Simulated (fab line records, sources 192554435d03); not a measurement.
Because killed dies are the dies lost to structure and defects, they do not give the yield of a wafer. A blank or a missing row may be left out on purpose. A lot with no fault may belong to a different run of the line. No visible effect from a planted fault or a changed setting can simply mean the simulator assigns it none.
Matching of chambers ; flow n5 finfet ; N5_BEOL_M1_ILD_DEP_00 on pecvd-02: 3 sister chambers
The step deposits SiOC from DEMS/O2, target thk 79 nm, time 15.3 s. 20 wafers are shown with their chamber, then 10 later ones without.

== EACH WAFER AND ITS CHAMBER ==
wafer;chamber;showerhead plenum p Torr (Torr);heater power w (W);throttle valve pct (%)
L075.1;0;5.707;529;11.7
L075.3;2;5.698;433;11.3
L075.4;2;5.690;445;11.5
L078.2;2;5.702;384;11.3
L078.3;2;5.687;380;11.4
L078.6;1;5.684;487;11.9
L081.3;2;5.690;436;11.4
L081.4;1;5.678;389;11.5
L081.5;2;5.676;452;11.2
L082.2;2;5.679;366;11.1
L082.4;2;5.684;384;11.2
L082.5;1;5.688;424;11.6
L083.1;0;5.716;495;11.9
L083.2;2;5.683;391;11.5
L083.4;2;5.682;390;11.6
L085.1;1;5.669;456;11.9
L085.3;2;5.688;430;11.6
L085.4;2;5.705;441;11.5
L087.2;0;5.720;548;11.5
L087.4;2;5.680;402;11.1

SIGNATURES, as means of the wafers listed above
reading;chamber 0;chamber 1;chamber 2;scatter within a chamber
showerhead plenum p Torr;5.71433;5.67975;5.68800;0.00859
heater power w;524.00;439.00;410.31;31.9
throttle valve pct;11.700;11.725;11.362;0.184
Rule: a wafer lies at a distance from a chamber equal to the root of the sum of squares, over the readings, of (its reading less the chamber's mean, divided by the reading's scatter). If the next closest chamber is less than 2 further off than the closest, the wafer can't be placed; otherwise it belongs to the closest. The scatter: the root of (the sum of the squares of (reading less its chamber's mean) over the shown wafers, divided by (wafers less chambers)).

== WAFERS WITH NO CHAMBER GIVEN ==
wafer;showerhead plenum p Torr (Torr);heater power w (W);throttle valve pct (%)
L087.6;5.710;557;12.3
L089.1;5.694;418;11.5
L089.3;5.686;422;11.4
L089.6;5.687;427;11.3
L091.1;5.696;429;11.4
L091.4;5.721;576;11.7
L091.6;5.729;564;12.2
L097.2;5.708;537;11.8
L097.3;5.693;412;11.5
L097.4;5.723;536;12.0

== WHICH CHAMBER EACH ONE RAN IN ==
wafer;from the rows above;in truth
L087.6;0;0
L089.1;can't be placed: 2 or 1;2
L089.3;can't be placed: 2 or 1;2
L089.6;can't be placed: 2 or 1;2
L091.1;can't be placed: 2 or 1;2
L091.4;0;0
L091.6;0;0
L097.2;0;0
L097.3;can't be placed: 2 or 1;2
L097.4;0;0
5 of 10 placed correctly. From these rows, 5 cannot be placed; in 5 the true chamber is one of the candidates. 0 placed wrongly.
